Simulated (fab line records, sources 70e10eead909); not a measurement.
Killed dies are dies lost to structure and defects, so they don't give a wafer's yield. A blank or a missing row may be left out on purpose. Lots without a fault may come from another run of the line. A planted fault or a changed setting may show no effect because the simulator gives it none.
Problem report in the 8D (eight disciplines) form, filled by code | flow nand_harc | the parts of the form that need people (team, actions taken, sign-off) are left out

1. THE PROBLEM
heater_power_total_W at NHARC_A_BLC_SOFTBAKE_05 reads a mean of 186.26 W on 6 wafers of 2 lots; wafers without a fault read 188.45 W with a standard deviation of 0.14. That is -16 standard deviations from the usual mean.
The step: time 55 s.
First seen on wafer L580.2, day 21 13:00, on litho_track-06. The record holds 36 wafers of 12 lots with a number at this step. Rule for "out", or "out of limits": more than 4 standard deviations from the usual mean. The other wafers with a number count as sound.

2. WHAT IT IS AND WHAT IT IS NOT
question                    | is                     | is not
which readings at this step | heater_power_total_W   | plate_temp_C, resist_line_temp_C
which lots                  | L580, L581             | L565, L567, L569, L570, L571, L573, L575, L584, L585, L587
which wafers of those lots  | all that have a number | -
read on which tools         | litho_track-06         | litho_track-01, litho_track-04
when                        | from day 21 13:00      | up to then (21 sound wafers); but 9 sound wafers of L584, L585, L587 came after

3. SUSPECTS, AND WHAT RULES EACH OUT
Counting: a tool at a process step up to the reading stays a suspect if it ran every lot that is out and no sound lot after the first of them.
- litho_track-06 at NHARC_A_BLC_SOFTBAKE_05 (time 55 s): kept. It ran every lot that is out, first L580 (day 21 13:00), and no sound lot after that; its last sound lot up to then is L573 (day 19 14:00). Its own readings are out on those wafers: heater_power_total_W.
Left after counting: litho_track-06 at NHARC_A_BLC_SOFTBAKE_05.

4. THE CAUSE (what the simulator had put in)
Process parameter drift: litho_track-06, from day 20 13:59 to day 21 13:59, at NHARC_A_BLC_SOFTBAKE_05. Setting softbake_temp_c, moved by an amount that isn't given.
Counting left only this tool.

5. THE CHAIN OF EFFECTS, in route order
Each row: a reading whose mean over the struck wafers that have a number lies more than 3 standard deviations from the usual. Only readings for which the record gives a usual standard deviation are gone through. hours: the time from each lot's start at the first step in this table that gives one to its start at this step, as a median over the lots. sigmas: the change in usual standard deviations.
hours | step                    | reading              | usual    | on struck wafers | change | sigmas
0     | NHARC_A_BLC_SOFTBAKE_05 | heater_power_total_W | 188.45 W | 186.26           | -2.19  | -16
The process steps in it:
- NHARC_A_BLC_SOFTBAKE_05: time 55 s.
Later measuring or inspecting steps at which every struck wafer that the step has a row for has a number for every such reading, and none has moved that far: NHARC_END_SORT_01.

6. WHAT WOULD HAVE CAUGHT IT SOONER
In this record the first reading out of limits was taken at day 21 13:00, 23 hours after the fault began at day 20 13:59.
